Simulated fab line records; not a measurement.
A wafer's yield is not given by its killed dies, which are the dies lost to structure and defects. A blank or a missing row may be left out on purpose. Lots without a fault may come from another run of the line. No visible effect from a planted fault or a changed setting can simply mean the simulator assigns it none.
Which tool did it?	flow n5-finfet	Sampling: 19 lots, 57 wafers, 6 of 1938 route steps

## WHAT THE GAUGES SHOWED, per wafer
No reading from a measuring or inspecting step in the record can be judged against a usual standard deviation.

## EACH LOT AND THE TOOL THAT RAN IT (in order: tool; ch and the chambers of the sampled wafers; start)
lot	N5_BEOL_M9_ETCH_41	N5_BEOL_M10_ETCH_66	N5_BEOL_M10_STRIP_36	N5_BEOL_M10_CURE_72	N5_BEOL_M10_DEGAS_44	N5_BEOL_M11_ETCH_62
L074	rie-diel-06 ch 1, day 9 22:53 or earlier	rie-diel-03 ch 0,1, day 9 22:53	rie-diel-03 ch 0,1, day 9 23:04	uv-cure-01 ch 0, day 9 23:38	pvd-sputter-02, day 10 00:28	rie-diel-06 ch 1,3, day 10 06:19
L075	rie-diel-05 ch 0,1,3, day 10 08:52 or earlier	rie-diel-03 ch 0,2,3, day 10 08:52	rie-diel-03 ch 0,2,3, day 10 09:02	uv-cure-01 ch 2, day 10 09:31	pvd-sputter-01, day 10 09:58	rie-diel-06 ch 1,2,3, day 10 14:23
L076	rie-diel-05 ch 0,3, day 11 01:15 or earlier	rie-diel-04 ch 1,3, day 11 01:15	rie-diel-04 ch 1,3, day 11 01:26	uv-cure-02 ch 2, day 11 01:51	pvd-sputter-03, day 11 02:16	rie-diel-06 ch 2,3, day 11 06:05
L078	rie-diel-06 ch 2,3, day 11 20:45 or earlier	rie-diel-03 ch 1,3, day 11 20:45	rie-diel-03 ch 1,3, day 11 20:56	uv-cure-02 ch 2, day 11 21:21	pvd-sputter-01, day 11 21:58	rie-diel-05 ch 0,1,2, day 12 02:19
L077	rie-diel-05 ch 0,1,2, day 11 20:07 or earlier	rie-diel-02 ch 0,3, day 11 20:07	rie-diel-02 ch 0,3, day 11 20:17	uv-cure-03 ch 1, day 11 20:55	pvd-sputter-01, day 11 21:23	rie-diel-05 ch 0,1, day 12 02:04
L079	rie-diel-05 ch 1,3, day 11 20:22 or earlier	rie-diel-04 ch 0,1,2, day 11 20:22	rie-diel-04 ch 0,1,2, day 11 20:33	uv-cure-01 ch 1, day 11 21:04	pvd-sputter-01, day 11 21:53	rie-diel-06 ch 1,2,3, day 12 02:23
L082	rie-diel-05 ch 0,1,2, day 12 01:32 or earlier	rie-diel-02 ch 0,3, day 12 01:32	rie-diel-02 ch 0,3, day 12 01:44	uv-cure-01 ch 1, day 12 02:13	pvd-sputter-01, day 12 02:29	rie-diel-01 ch 0,1,2, day 12 07:56
L081	rie-diel-06 ch 0,1,2, day 12 08:43 or earlier	rie-diel-02 ch 1,3, day 12 08:43	rie-diel-02 ch 1,3, day 12 08:54	uv-cure-02 ch 0, day 12 09:19	pvd-sputter-03, day 12 09:38	rie-diel-01 ch 0,2,3, day 12 16:29
L084	rie-diel-06 ch 0,1,3, day 13 03:52 or earlier	rie-diel-04 ch 0,1,3, day 13 03:52	rie-diel-04 ch 0,1,3, day 13 04:03	uv-cure-01 ch 2, day 13 04:28	pvd-sputter-01, day 13 05:05	rie-diel-01 ch 0,1,2, day 13 10:40
L085	rie-diel-01 ch 0,1,3, day 13 10:44 or earlier	rie-diel-02 ch 1,2, day 13 10:44	rie-diel-02 ch 1,2, day 13 10:56	uv-cure-01 ch 2, day 13 11:20	pvd-sputter-01, day 13 12:09	rie-diel-06 ch 0,2, day 13 18:04
L086	rie-diel-01 ch 2,3, day 13 17:03 or earlier	rie-diel-02 ch 1,2,3, day 13 17:03	rie-diel-02 ch 1,2,3, day 13 17:14	uv-cure-02 ch 0, day 13 17:39	pvd-sputter-03, day 13 18:14	rie-diel-05 ch 1,2, day 13 22:41
L088	rie-diel-06 ch 0,1,3, day 13 20:44 or earlier	rie-diel-02 ch 1,2,3, day 13 20:44	rie-diel-02 ch 1,2,3, day 13 20:55	uv-cure-02 ch 1, day 13 21:24	pvd-sputter-03, day 13 22:07	rie-diel-05 ch 0,1,2, day 14 02:28
L087	rie-diel-05 ch 0,2, day 14 00:10 or earlier	rie-diel-03 ch 2,3, day 14 00:10	rie-diel-03 ch 2,3, day 14 00:21	uv-cure-01 ch 2, day 14 00:47	pvd-sputter-03, day 14 01:54	rie-diel-05 ch 2,3, day 14 06:40
L089	rie-diel-06 ch 0,1, day 14 14:48 or earlier	rie-diel-04 ch 1,2,3, day 14 14:48	rie-diel-04 ch 1,2,3, day 14 14:59	uv-cure-02 ch 2, day 14 15:24	pvd-sputter-02, day 14 15:47	rie-diel-05 ch 0,1,3, day 14 19:53
L090	rie-diel-05 ch 1,2, day 14 18:23 or earlier	rie-diel-03 ch 0,1, day 14 18:23	rie-diel-03 ch 0,1, day 14 18:34	uv-cure-01 ch 0, day 14 18:59	pvd-sputter-02, day 14 20:56	rie-diel-01 ch 0,1,3, day 15 03:16
L091	rie-diel-05 ch 1,2,3, day 14 20:28 or earlier	rie-diel-04 ch 0,1,2, day 14 20:28	rie-diel-04 ch 0,1,2, day 14 20:40	uv-cure-03 ch 0, day 14 21:08	pvd-sputter-01, day 14 21:25	rie-diel-01 ch 0,1,2, day 15 03:54
L092	rie-diel-05 ch 0,1,2, day 14 20:56 or earlier	rie-diel-03 ch 0,1,2, day 14 20:56	rie-diel-03 ch 0,1,2, day 14 21:08	uv-cure-03 ch 0, day 14 21:35	pvd-sputter-01, day 14 21:52	rie-diel-01 ch 0,1,2, day 15 04:32
L096	rie-diel-05 ch 0,1,3, day 16 10:00 or earlier	rie-diel-04 ch 0,1,3, day 16 10:00	rie-diel-04 ch 0,1,3, day 16 10:11	uv-cure-01 ch 2, day 16 10:37	pvd-sputter-03, day 16 11:07	rie-diel-05 ch 1,2, day 16 15:19
L097	rie-diel-01 ch 1,2, day 16 12:44 or earlier	rie-diel-04 ch 0,2,3, day 16 12:44	rie-diel-04 ch 0,2,3, day 16 12:55	uv-cure-03 ch 2, day 16 13:29	pvd-sputter-02, day 16 14:22	rie-diel-01 ch 0,1,3, day 16 19:13
- N5_BEOL_M9_ETCH_41: etches SiCN in CH3F/O2, target depth 36.6 nm, time 70.1 s.
- N5_BEOL_M10_ETCH_66: etches SOC in N2/H2, target depth 120 nm, overetch 24 nm, time 180 s.
- N5_BEOL_M10_STRIP_36: strips in N2/H2.
- N5_BEOL_M10_CURE_72: cures SiCOH lowk, time 120 s.
- N5_BEOL_M10_DEGAS_44: time 60 s.
- N5_BEOL_M11_ETCH_62: etches SOC in N2/H2, target depth 110 nm, overetch 22 nm, time 165 s.

## WHAT THE TOOLS THEMSELVES READ (means of the sampled wafers that have a number; where no wafer has one, the mark that the record gives instead)
N5_BEOL_M9_ETCH_41. Usual: chamber-pressure-mTorr 30.000 mTorr, standard deviation 0.027; drypump-motor-current-A 5.8 A, standard deviation 0.38; oes-product-au 0.79 a.u., standard deviation 0.1; rf-vpp-V 297.7 V, standard deviation 1.7; showerhead-plenum-p-Torr 2.02 Torr, standard deviation 0.082; throttle-valve-pct 16.32 %, standard deviation 0.23.
lot	tool	chamber-pressure-mTorr (mTorr)	drypump-motor-current-A (A)	oes-product-au (a.u.)	rf-vpp-V (V)	showerhead-plenum-p-Torr (Torr)	throttle-valve-pct (%)	flag
L074	rie-diel-06	29.975	5.8	0.84	297.5	2.05	16.30	
L075	rie-diel-05	30.031	5.8	0.72	296.7	1.97	16.41	
L076	rie-diel-05	30.014	5.6	0.73	296.3	1.97	16.55	
L078	rie-diel-06	29.995	6.3	0.74	297.5	2.01	16.34	
L077	rie-diel-05	29.996	5.8	0.80	295.9	1.95	16.26	
L079	rie-diel-05	30.011	6.0	0.69	295.8	1.95	16.30	
L082	rie-diel-05	29.979	5.7	0.79	297.6	1.95	16.26	
L081	rie-diel-06	30.011	5.7	0.81	298.1	2.05	16.37	
L084	rie-diel-06	30.008	5.7	0.84	297.8	2.06	16.40	
L085	rie-diel-01	30.004	5.8	0.74	299.1	2.08	16.28	
L086	rie-diel-01	29.981	6.2	0.70	297.2	1.95	16.29	
L088	rie-diel-06	29.982	5.7	0.83	299.1	2.06	16.41	
L087	rie-diel-05	29.977	5.6	0.85	297.8	2.00	16.27	
L089	rie-diel-06	30.022	5.2	0.87	298.3	2.11	16.46	
L090	rie-diel-05	30.004	5.8	0.92	298.7	2.07	16.00	
L091	rie-diel-05	30.023	5.8	0.85	299.0	2.08	16.16	
L092	rie-diel-05	30.003	5.8	0.85	297.3	2.02	16.15	
L096	rie-diel-05	29.975	5.8	0.76	297.4	2.03	16.35	
L097	rie-diel-01	30.035	6.4	0.71	296.2	1.95	16.24	

N5_BEOL_M10_ETCH_66. Usual: for chamber-pressure-mTorr, 29.999 mTorr with a standard deviation of 0.027; for drypump-motor-current-A, 5.8 A with a standard deviation of 0.48; for n2-flow-sccm, 200.0 sccm with a standard deviation of 0.66; for oes-product-au, 0.66 a.u. with a standard deviation of 0.071; for rf-vpp-V, 525.0 V with a standard deviation of 2.4; for showerhead-plenum-p-Torr, 2.58 Torr with a standard deviation of 0.089; for throttle-valve-pct, 17.70 % with a standard deviation of 0.19.
lot	tool	chamber-pressure-mTorr (mTorr)	drypump-motor-current-A (A)	n2-flow-sccm (sccm)	oes-product-au (a.u.)	rf-vpp-V (V)	showerhead-plenum-p-Torr (Torr)	throttle-valve-pct (%)	flag
L074	rie-diel-03	29.987	5.4	200.1	0.64	524.9	2.56	17.68	
L075	rie-diel-03	29.983	5.6	199.7	0.65	525.5	2.59	17.69	
L076	rie-diel-04	29.999	6.4	200.3	0.71	524.6	2.55	17.66	
L078	rie-diel-03	29.994	5.4	199.3	0.68	525.1	2.61	17.59	
L077	rie-diel-02	29.987	5.4	199.1	0.56	521.7	2.43	17.69	
L079	rie-diel-04	30.008	6.2	199.9	0.74	526.8	2.64	17.60	
L082	rie-diel-02	30.046	5.5	200.6	0.57	521.9	2.48	17.78	
L081	rie-diel-02	30.007	5.8	200.2	0.57	524.5	2.55	17.90	
L084	rie-diel-04	30.004	6.5	200.2	0.69	525.3	2.59	17.71	
L085	rie-diel-02	30.019	5.6	199.6	0.77	526.1	2.62	17.83	
L086	rie-diel-02	30.000	5.7	200.5	0.69	525.6	2.58	17.82	
L088	rie-diel-02	29.995	5.7	200.1	0.69	524.7	2.58	17.81	
L087	rie-diel-03	29.986	5.6	200.2	0.68	527.3	2.63	17.63	
L089	rie-diel-04	30.020	6.1	200.3	0.70	524.7	2.58	17.64	
L090	rie-diel-03	29.994	5.4	200.1	0.61	524.0	2.55	17.76	
L091	rie-diel-04	30.030	6.2	200.1	0.70	527.0	2.63	17.65	
L092	rie-diel-03	29.994	5.4	200.1	0.60	523.5	2.53	17.75	
L096	rie-diel-04	29.998	6.5	200.7	0.67	525.1	2.58	17.76	
L097	rie-diel-04	29.993	6.3	199.9	0.67	527.5	2.66	17.81	

N5_BEOL_M10_STRIP_36. Usual: for chamber-pressure-mTorr, 20.00 mTorr with a standard deviation of 0.037; for drypump-motor-current-A, 5.8 A with a standard deviation of 0.47; for n2-flow-sccm, 200.0 sccm with a standard deviation of 0.61; for oes-product-au, 0.82 a.u. with a standard deviation of 0.091; for rf-vpp-V, 59.3 V with a standard deviation of 1.9; for showerhead-plenum-p-Torr, 2.58 Torr with a standard deviation of 0.089; for throttle-valve-pct, 23.51 % with a standard deviation of 0.26.
lot	tool	chamber-pressure-mTorr (mTorr)	drypump-motor-current-A (A)	n2-flow-sccm (sccm)	oes-product-au (a.u.)	rf-vpp-V (V)	showerhead-plenum-p-Torr (Torr)	throttle-valve-pct (%)	flag
L074	rie-diel-03	19.98	5.4	200.0	0.78	59.4	2.56	23.59	
L075	rie-diel-03	19.99	5.6	199.5	0.81	59.5	2.58	23.55	
L076	rie-diel-04	20.02	6.4	200.2	0.88	60.0	2.54	23.46	
L078	rie-diel-03	19.98	5.4	199.9	0.84	58.8	2.61	23.36	
L077	rie-diel-02	20.00	5.4	200.3	0.70	58.3	2.42	23.45	
L079	rie-diel-04	19.97	6.2	200.2	0.93	60.4	2.64	23.40	
L082	rie-diel-02	19.97	5.5	199.2	0.70	59.5	2.47	23.55	
L081	rie-diel-02	19.99	5.8	199.8	0.70	58.0	2.54	23.73	
L084	rie-diel-04	20.01	6.5	200.0	0.87	60.0	2.58	23.51	
L085	rie-diel-02	19.99	5.6	199.6	0.97	57.5	2.62	23.84	
L086	rie-diel-02	20.01	5.7	200.2	0.87	59.6	2.58	23.72	
L088	rie-diel-02	20.02	5.7	199.9	0.87	58.7	2.57	23.73	
L087	rie-diel-03	20.00	5.6	199.5	0.84	59.5	2.63	23.40	
L089	rie-diel-04	19.99	6.1	200.1	0.87	62.8	2.58	23.39	
L090	rie-diel-03	20.01	5.4	200.2	0.76	60.6	2.54	23.60	
L091	rie-diel-04	20.02	6.2	200.0	0.87	59.3	2.63	23.45	
L092	rie-diel-03	19.99	5.4	200.3	0.74	61.2	2.53	23.59	
L096	rie-diel-04	20.00	6.5	199.9	0.83	60.6	2.58	23.54	
L097	rie-diel-04	19.99	6.2	200.0	0.84	60.3	2.65	23.58	

N5_BEOL_M10_CURE_72. Usual: lamp-power-pct 52.31 %, standard deviation 0.054; wafer_temp_C_max 371.6, standard deviation 0.64.
lot	tool	lamp-power-pct (%)	wafer_temp_C_max	flag
L074	uv-cure-01	52.32	373.1	
L075	uv-cure-01	52.35	371.3	
L076	uv-cure-02	52.29	372.0	
L078	uv-cure-02	52.34	372.0	
L077	uv-cure-03	52.26	371.5	
L079	uv-cure-01	52.31	372.9	
L082	uv-cure-01	52.29	373.1	
L081	uv-cure-02	52.31	371.5	
L084	uv-cure-01	52.26	371.0	
L085	uv-cure-01	52.31	371.2	
L086	uv-cure-02	52.32	371.0	
L088	uv-cure-02	52.30	372.1	
L087	uv-cure-01	52.32	371.0	
L089	uv-cure-02	52.32	371.6	
L090	uv-cure-01	52.34	372.1	
L091	uv-cure-03	52.39	371.1	
L092	uv-cure-03	52.30	371.1	
L096	uv-cure-01	52.32	371.2	
L097	uv-cure-03	52.30	371.5	

N5_BEOL_M10_DEGAS_44. Usual: 328 W for heater-power-w, sd 26.
lot	tool	heater-power-w (W)	flag
L074	pvd-sputter-02	324	
L075	pvd-sputter-01	327	
L076	pvd-sputter-03	347	
L078	pvd-sputter-01	314	
L077	pvd-sputter-01	338	
L079	pvd-sputter-01	340	
L082	pvd-sputter-01	304	
L081	pvd-sputter-03	335	
L084	pvd-sputter-01	332	
L085	pvd-sputter-01	288	
L086	pvd-sputter-03	337	
L088	pvd-sputter-03	340	
L087	pvd-sputter-03	335	
L089	pvd-sputter-02	333	
L090	pvd-sputter-02	327	
L091	pvd-sputter-01	314	
L092	pvd-sputter-01	327	
L096	pvd-sputter-03	356	
L097	pvd-sputter-02	337	

N5_BEOL_M11_ETCH_62. Usual: for chamber-pressure-mTorr, 30.001 mTorr with a standard deviation of 0.026; for drypump-motor-current-A, 5.9 A with a standard deviation of 0.39; for n2-flow-sccm, 200.0 sccm with a standard deviation of 0.55; for oes-product-au, 0.66 a.u. with a standard deviation of 0.071; for rf-vpp-V, 524.6 V with a standard deviation of 2.7; for showerhead-plenum-p-Torr, 2.57 Torr with a standard deviation of 0.093; for throttle-valve-pct, 17.78 % with a standard deviation of 0.26.
lot	tool	chamber-pressure-mTorr (mTorr)	drypump-motor-current-A (A)	n2-flow-sccm (sccm)	oes-product-au (a.u.)	rf-vpp-V (V)	showerhead-plenum-p-Torr (Torr)	throttle-valve-pct (%)	flag
L074	rie-diel-06	29.986	6.0	200.1	0.70	524.9	2.59	17.84	
L075	rie-diel-06	29.993	6.2	200.4	0.66	524.2	2.56	17.83	
L076	rie-diel-06	30.009	6.3	200.0	0.65	523.9	2.55	17.91	
L078	rie-diel-05	29.970	5.7	199.7	0.67	521.2	2.48	17.75	
L077	rie-diel-05	30.010	5.7	200.1	0.61	520.8	2.42	17.92	
L079	rie-diel-06	30.017	6.2	199.8	0.65	523.7	2.55	17.85	
L082	rie-diel-01	29.986	6.1	199.8	0.64	524.3	2.58	17.66	
L081	rie-diel-01	29.993	5.9	199.9	0.62	524.2	2.57	17.84	
L084	rie-diel-01	29.996	6.1	200.2	0.64	524.0	2.57	17.66	
L085	rie-diel-06	30.008	5.4	199.7	0.71	526.1	2.62	17.81	
L086	rie-diel-05	29.988	5.9	200.2	0.81	527.7	2.68	17.32	
L088	rie-diel-05	30.004	5.7	199.8	0.73	524.8	2.58	17.64	
L087	rie-diel-05	30.009	5.7	200.1	0.70	525.6	2.60	17.78	
L089	rie-diel-05	29.997	5.8	199.9	0.66	525.0	2.59	17.80	
L090	rie-diel-01	29.990	5.8	200.8	0.62	526.1	2.63	17.76	
L091	rie-diel-01	29.974	6.1	200.3	0.63	524.5	2.57	17.70	
L092	rie-diel-01	29.984	6.1	200.4	0.62	525.4	2.57	17.70	
L096	rie-diel-05	30.013	5.9	200.1	0.75	528.1	2.67	17.36	
L097	rie-diel-01	30.022	5.9	199.5	0.71	526.1	2.63	17.62	

## THE ANSWER, worked out from the rows above alone
Rule: a lot is off if the mean of its wafers that have a number lies more than 3 standard deviations from the usual mean. Also off: a lot with no number at a reading for which 4 or more lots have one. The other lots that the step has rows for count as sound. The gauges are gone through in route order, then the tools' own readings, and for those a lot's mean is taken as printed above. The first step at which some lot is off is used, and at that step the reading that is off furthest; a lot without a number counts as furthest.
No lot is off at any reading shown: from this, nothing can be told.

## WHAT HAD BEEN PUT IN BY THE SIMULATOR
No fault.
